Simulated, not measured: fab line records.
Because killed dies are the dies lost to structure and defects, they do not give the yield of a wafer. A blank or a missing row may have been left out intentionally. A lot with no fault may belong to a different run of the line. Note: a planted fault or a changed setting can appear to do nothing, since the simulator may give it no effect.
Chamber matching || flow nand-harc || NHARC_A_CHANNEL_FILL_D1_ALD_02 on ald-hk-02 has 4 sister chambers
The step deposits SiO2, target thk 6 nm, pulse time 10 s, ald cycles 60. 4 wafers are shown with their chamber, then 12 later ones without.

## WAFERS WITH THEIR CHAMBER
{"wafer": "L083.2", "chamber": 0, "heater-power-w (W)": 527}
{"wafer": "L088.1", "chamber": 1, "heater-power-w (W)": 489}
{"wafer": "L088.5", "chamber": 3, "heater-power-w (W)": 448}
{"wafer": "L088.6", "chamber": 2, "heater-power-w (W)": 405}

## WAFERS MISSING THEIR CHAMBER
{"wafer": "L092.3", "heater-power-w (W)": 404}
{"wafer": "L092.4", "heater-power-w (W)": 473}
{"wafer": "L092.5", "heater-power-w (W)": 490}
{"wafer": "L094.1", "heater-power-w (W)": 472}
{"wafer": "L094.4", "heater-power-w (W)": 528}
{"wafer": "L094.6", "heater-power-w (W)": 414}
{"wafer": "L095.2", "heater-power-w (W)": 470}
{"wafer": "L095.5", "heater-power-w (W)": 477}
{"wafer": "L095.6", "heater-power-w (W)": 534}
{"wafer": "L096.3", "heater-power-w (W)": 473}
{"wafer": "L096.5", "heater-power-w (W)": 436}
{"wafer": "L096.6", "heater-power-w (W)": 403}

## THE CHAMBER EACH PASSED THROUGH
{"wafer": "L092.3", "from the rows above": 2, "in truth": 2}
{"wafer": "L092.4", "from the rows above": "can't be placed: 1 or 3", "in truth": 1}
{"wafer": "L092.5", "from the rows above": 1, "in truth": 1}
{"wafer": "L094.1", "from the rows above": "can't be placed: 1 or 3", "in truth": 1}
{"wafer": "L094.4", "from the rows above": 0, "in truth": 0}
{"wafer": "L094.6", "from the rows above": 2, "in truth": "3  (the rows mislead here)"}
{"wafer": "L095.2", "from the rows above": "can't be placed: 1 or 3", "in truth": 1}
{"wafer": "L095.5", "from the rows above": "can't be placed: 1 or 3", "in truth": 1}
{"wafer": "L095.6", "from the rows above": 0, "in truth": 0}
{"wafer": "L096.3", "from the rows above": "can't be placed: 1 or 3", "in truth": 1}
{"wafer": "L096.5", "from the rows above": "can't be placed: 3 or 2", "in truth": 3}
{"wafer": "L096.6", "from the rows above": 2, "in truth": 2}
5 of 12 placed correctly. Not placeable from these rows: 6 (in 6, the candidates include the true chamber). Number placed wrongly: 1.
How it was worked out, from the rows above alone: a wafer's distance from a chamber is the root of the sum, over the readings, of the square of ((its reading less the chamber's mean) divided by the reading's scatter). If the next closest chamber is less than 2 further off than the closest, the wafer can't be placed; otherwise it belongs to the closest. A chamber's mean is the mean of its shown wafers. The scatter (one wafer shown for each chamber): square how far every hidden wafer sits from the nearest shown wafer, average those squares and take the square root.
